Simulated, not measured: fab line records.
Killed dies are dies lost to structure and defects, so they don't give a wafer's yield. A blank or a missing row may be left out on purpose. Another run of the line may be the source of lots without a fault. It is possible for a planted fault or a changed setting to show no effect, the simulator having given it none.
Chamber matching || flow n5Finfet || N5_BEOL_M0_SAQP_DESCUM_19 on rieDiel-05: 4 sister chambers
The step chemistry O2, time 7.9 s. 20 wafers are shown with their chamber, then 10 later ones without.

== WAFERS WITH THEIR CHAMBER ==
{"wafer": "L076.2", "chamber": 3, "showerheadPlenumPTorr (Torr)": 2.09, "drypumpMotorCurrentA (A)": 5.6, "throttleValvePct (%)": 20.55}
{"wafer": "L076.3", "chamber": 1, "showerheadPlenumPTorr (Torr)": 2.11, "drypumpMotorCurrentA (A)": 5.2, "throttleValvePct (%)": 20.20}
{"wafer": "L076.5", "chamber": 1, "showerheadPlenumPTorr (Torr)": 2.11, "drypumpMotorCurrentA (A)": 5.2, "throttleValvePct (%)": 20.21}
{"wafer": "L077.1", "chamber": 3, "showerheadPlenumPTorr (Torr)": 2.09, "drypumpMotorCurrentA (A)": 5.6, "throttleValvePct (%)": 20.54}
{"wafer": "L077.2", "chamber": 0, "showerheadPlenumPTorr (Torr)": 2.24, "drypumpMotorCurrentA (A)": 5.4, "throttleValvePct (%)": 20.38}
{"wafer": "L077.5", "chamber": 3, "showerheadPlenumPTorr (Torr)": 2.09, "drypumpMotorCurrentA (A)": 5.6, "throttleValvePct (%)": 20.55}
{"wafer": "L079.3", "chamber": 2, "showerheadPlenumPTorr (Torr)": 2.08, "drypumpMotorCurrentA (A)": 5.9, "throttleValvePct (%)": 20.44}
{"wafer": "L079.4", "chamber": 0, "showerheadPlenumPTorr (Torr)": 2.24, "drypumpMotorCurrentA (A)": 5.4, "throttleValvePct (%)": 20.36}
{"wafer": "L079.5", "chamber": 3, "showerheadPlenumPTorr (Torr)": 2.09, "drypumpMotorCurrentA (A)": 5.6, "throttleValvePct (%)": 20.56}
{"wafer": "L081.2", "chamber": 1, "showerheadPlenumPTorr (Torr)": 2.11, "drypumpMotorCurrentA (A)": 5.2, "throttleValvePct (%)": 20.22}
{"wafer": "L081.4", "chamber": 3, "showerheadPlenumPTorr (Torr)": 2.08, "drypumpMotorCurrentA (A)": 5.6, "throttleValvePct (%)": 20.55}
{"wafer": "L081.5", "chamber": 0, "showerheadPlenumPTorr (Torr)": 2.24, "drypumpMotorCurrentA (A)": 5.4, "throttleValvePct (%)": 20.38}
{"wafer": "L084.2", "chamber": 2, "showerheadPlenumPTorr (Torr)": 2.08, "drypumpMotorCurrentA (A)": 5.9, "throttleValvePct (%)": 20.45}
{"wafer": "L084.4", "chamber": 3, "showerheadPlenumPTorr (Torr)": 2.08, "drypumpMotorCurrentA (A)": 5.6, "throttleValvePct (%)": 20.56}
{"wafer": "L084.6", "chamber": 1, "showerheadPlenumPTorr (Torr)": 2.11, "drypumpMotorCurrentA (A)": 5.2, "throttleValvePct (%)": 20.23}
{"wafer": "L087.3", "chamber": 3, "showerheadPlenumPTorr (Torr)": 2.08, "drypumpMotorCurrentA (A)": 5.6, "throttleValvePct (%)": 20.57}
{"wafer": "L087.4", "chamber": 2, "showerheadPlenumPTorr (Torr)": 2.08, "drypumpMotorCurrentA (A)": 5.8, "throttleValvePct (%)": 20.46}
{"wafer": "L087.5", "chamber": 1, "showerheadPlenumPTorr (Torr)": 2.11, "drypumpMotorCurrentA (A)": 5.2, "throttleValvePct (%)": 20.24}
{"wafer": "L088.2", "chamber": 2, "showerheadPlenumPTorr (Torr)": 2.08, "drypumpMotorCurrentA (A)": 5.9, "throttleValvePct (%)": 20.45}
{"wafer": "L088.4", "chamber": 1, "showerheadPlenumPTorr (Torr)": 2.11, "drypumpMotorCurrentA (A)": 5.2, "throttleValvePct (%)": 20.23}

SIGNATURES (means of the wafers above)
{"reading": "showerheadPlenumPTorr", "chamber 0": 2.2400, "chamber 1": 2.1100, "chamber 2": 2.0800, "chamber 3": 2.0857, "scatter within a chamber": 0.00327}
{"reading": "drypumpMotorCurrentA", "chamber 0": 5.400, "chamber 1": 5.200, "chamber 2": 5.875, "chamber 3": 5.600, "scatter within a chamber": 0.0217}
{"reading": "throttleValvePct", "chamber 0": 20.3733, "chamber 1": 20.2217, "chamber 2": 20.4500, "chamber 3": 20.5543, "scatter within a chamber": 0.0115}
Rule: for each reading, subtract the chamber's mean from the wafer's reading, divide by that reading's scatter and square the result; add these up over the readings and take the root, which gives the wafer's distance from the chamber. The wafer belongs to the nearest chamber; if the next one is less than 2 further off, it can't be placed. The scatter is the square root of a quotient: the sum, over the shown wafers, of each reading's squared deviation from its chamber's mean, divided by wafers minus chambers.

== WAFERS WITHOUT THEIR CHAMBER ==
{"wafer": "L088.5", "showerheadPlenumPTorr (Torr)": 2.08, "drypumpMotorCurrentA (A)": 5.8, "throttleValvePct (%)": 20.45}
{"wafer": "L090.3", "showerheadPlenumPTorr (Torr)": 2.07, "drypumpMotorCurrentA (A)": 5.8, "throttleValvePct (%)": 20.46}
{"wafer": "L090.4", "showerheadPlenumPTorr (Torr)": 2.23, "drypumpMotorCurrentA (A)": 5.4, "throttleValvePct (%)": 20.41}
{"wafer": "L090.5", "showerheadPlenumPTorr (Torr)": 2.07, "drypumpMotorCurrentA (A)": 5.8, "throttleValvePct (%)": 20.46}
{"wafer": "L091.1", "showerheadPlenumPTorr (Torr)": 2.23, "drypumpMotorCurrentA (A)": 5.4, "throttleValvePct (%)": 20.40}
{"wafer": "L091.2", "showerheadPlenumPTorr (Torr)": 2.10, "drypumpMotorCurrentA (A)": 5.2, "throttleValvePct (%)": 20.24}
{"wafer": "L091.3", "showerheadPlenumPTorr (Torr)": 2.07, "drypumpMotorCurrentA (A)": 5.9, "throttleValvePct (%)": 20.46}
{"wafer": "L095.2", "showerheadPlenumPTorr (Torr)": 2.07, "drypumpMotorCurrentA (A)": 5.9, "throttleValvePct (%)": 20.48}
{"wafer": "L095.3", "showerheadPlenumPTorr (Torr)": 2.23, "drypumpMotorCurrentA (A)": 5.4, "throttleValvePct (%)": 20.42}
{"wafer": "L095.4", "showerheadPlenumPTorr (Torr)": 2.08, "drypumpMotorCurrentA (A)": 5.6, "throttleValvePct (%)": 20.57}

== WHICH CHAMBER EACH ONE RAN IN ==
{"wafer": "L088.5", "from the rows above": 2, "in truth": 2}
{"wafer": "L090.3", "from the rows above": 2, "in truth": 2}
{"wafer": "L090.4", "from the rows above": 0, "in truth": 0}
{"wafer": "L090.5", "from the rows above": 2, "in truth": 2}
{"wafer": "L091.1", "from the rows above": 0, "in truth": 0}
{"wafer": "L091.2", "from the rows above": 1, "in truth": 1}
{"wafer": "L091.3", "from the rows above": 2, "in truth": 2}
{"wafer": "L095.2", "from the rows above": 2, "in truth": 2}
{"wafer": "L095.3", "from the rows above": 0, "in truth": 0}
{"wafer": "L095.4", "from the rows above": 3, "in truth": 3}
Correctly placed: 10 of 10. Number that these rows cannot place: 0. 0 placed wrongly.
